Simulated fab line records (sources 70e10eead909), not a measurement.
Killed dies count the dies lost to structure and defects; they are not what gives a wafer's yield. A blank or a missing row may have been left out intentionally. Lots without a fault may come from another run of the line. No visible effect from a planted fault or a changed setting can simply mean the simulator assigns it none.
A struck lot beside a sound one	flow nand-harc	18 out of 1302 route steps
Sound: these wafers, L810.1, L810.2, L810.3. Wafers struck: L814.2, L814.3, L814.6. The cause is named last.
Each step with rows lists, per side, the tool, then ch with its chambers, then its first start. Under that, the readings that differ: sound wafers	struck wafers	difference of the means	sigmas: that difference in standard deviations of wafers without a fault.
alike: readings with means less than 2 such deviations apart, plus words and numbers identical on both sides. not compared: withheld readings, readings lacking a value on some wafer, bounds such as >300 that could conceal the same value, and numbers that have no deviation in the record and whose values overlap.
A row with sigmas, a row that says differs or no value, or rows on one side alone: a step with any of these is where the two part. Numbers that have no deviation but don't overlap get no sigmas and don't part them. A reading that every wafer of one side lacks parts them only if that side has two wafers or more.

NHARC_P_M2_INSPECT_11:
  sound: defect-inspect-01 at day 9 16:34; struck: defect-inspect-02 at day 11 08:13
  alike: raw-defect-count
NHARC_P_M2_DESCUM_14: chemistry O2, time 3 s.
  sound on rie-diel-07 ch 1,2,3, day 9 16:38; struck on rie-diel-08 ch 0,1,3, day 11 08:18
  alike: drypump-motor-current-A, oes-product-au, rf-vpp-V, showerhead-plenum-p-Torr, throttle-valve-pct
  not compared: rf-hours-counter-h
NHARC_P_M2_ETCH_35: etches the open film in N2/H2, target depth 40 nm, overetch 12 nm, time 43.94 s.
  sound on rie-diel-07 ch 0,1,2, day 9 16:43; struck on rie-diel-08 ch 0,3, day 11 08:22
  alike: drypump-motor-current-A, oes-product-au, rf-vpp-V, showerhead-plenum-p-Torr, throttle-valve-pct
  not compared: rf-hours-counter-h
then, 1 step without rows for these wafers: NHARC_P_M2_ETCH_15 (etches the open film in C4F8/Ar, target depth 182.5 nm, time 91.2 s).
NHARC_P_M2_CD_MEAS_16:
  sound: cd-sem-03 at day 9 16:56; struck: cd-sem-02 at day 11 08:35
reading	sound	struck	difference	sigmas
cd-nm (nm)	168.0 169.9 167.9	170.8 170.3 170.2	+1.8	+2
NHARC_P_M2_STRIP_18: strips in N2/H2.
  sound on rie-diel-08 ch 0,2,3, day 9 17:01; struck on rie-diel-08 ch 0,1,3, day 11 08:40
  alike: drypump-motor-current-A, oes-product-au, rf-vpp-V, showerhead-plenum-p-Torr, throttle-valve-pct
  not compared: rf-hours-counter-h
then, 4 steps without rows for these wafers: NHARC_P_M2_ETCH_28 (etches the open film in CF4/N2, target depth 30 nm, time 72.99 s); NHARC_P_M2_STRIP_19 (strips in post etch residue remover, time 600 s); NHARC_P_M2_DEGAS_29 (time 60 s); NHARC_P_M2_PRE_CLEAN_30 (time 30 s).
NHARC_P_M2_PVD_20: deposits TaN, target thk 5 nm, time 8.06 s.
  sound on pvd-sputter-01; struck on pvd-sputter-02
  alike: chamber-pressure-pa, substrate-temp-c, throttle-valve-pct
NHARC_P_M2_PVD_21: deposits Cu, target thk 30 nm, time 20.49 s.
  sound on pvd-sputter-01; struck on pvd-sputter-02
  alike: chamber-pressure-pa, substrate-temp-c, throttle-valve-pct
NHARC_P_M2_ECD_22: material Cu, target thk 400 nm.
  sound on ecd-cu-01 ch 0,1, day 9 18:01; struck on ecd-cu-01 ch 1, day 11 09:41
  no value came back on the struck wafers for bath-heat-duty-pct (%), bath-temp-c (C); on the sound wafers bath-heat-duty-pct (%) reads 7.8 7.3 7.5
then, 1 step without rows for these wafers: NHARC_P_M2_ANNEAL_31 (time 90 s).
NHARC_P_M2_CMP_23: polishes, t overpolish 20 s, target thk 144.3 nm.
  sound on cmp-02 ch 1,2,3, day 9 18:44; struck on cmp-01 ch 1,2, day 11 10:24
reading	sound	struck	difference	sigmas
time-to-endpoint-s (s)	31.5 29.8 31.2	4.3 3.4 3.4	-27.1	-13
  alike: motor-current-A
  not compared: pad-life-wafers
NHARC_P_M2_THK_MEAS_24: measures by xrf.
  sound: film-metro-02 at day 9 19:04; struck: film-metro-02 at day 11 10:43
reading	sound	struck	difference	sigmas
thk-nm (nm)	145.2 145.3 146.0	29.1 29.5 29.8	-116.0	-73
then, 1 step without rows for these wafers: NHARC_P_M2_SRD_25.
-- record jumps: 18 days between struck wafers' starts before vs after; left off in module P_M2, resumes in module END, first step shown is number 1302 of the route --
NHARC_END_SORT_01:
  here the record holds rows for the struck wafers (prober-01 ch 0, day 29 15:43) but none for the sound ones

## WHERE THEY PART
First at NHARC_P_M2_CD_MEAS_16; last, within this record, at NHARC_END_SORT_01.

WHY: what had been put in by the simulator
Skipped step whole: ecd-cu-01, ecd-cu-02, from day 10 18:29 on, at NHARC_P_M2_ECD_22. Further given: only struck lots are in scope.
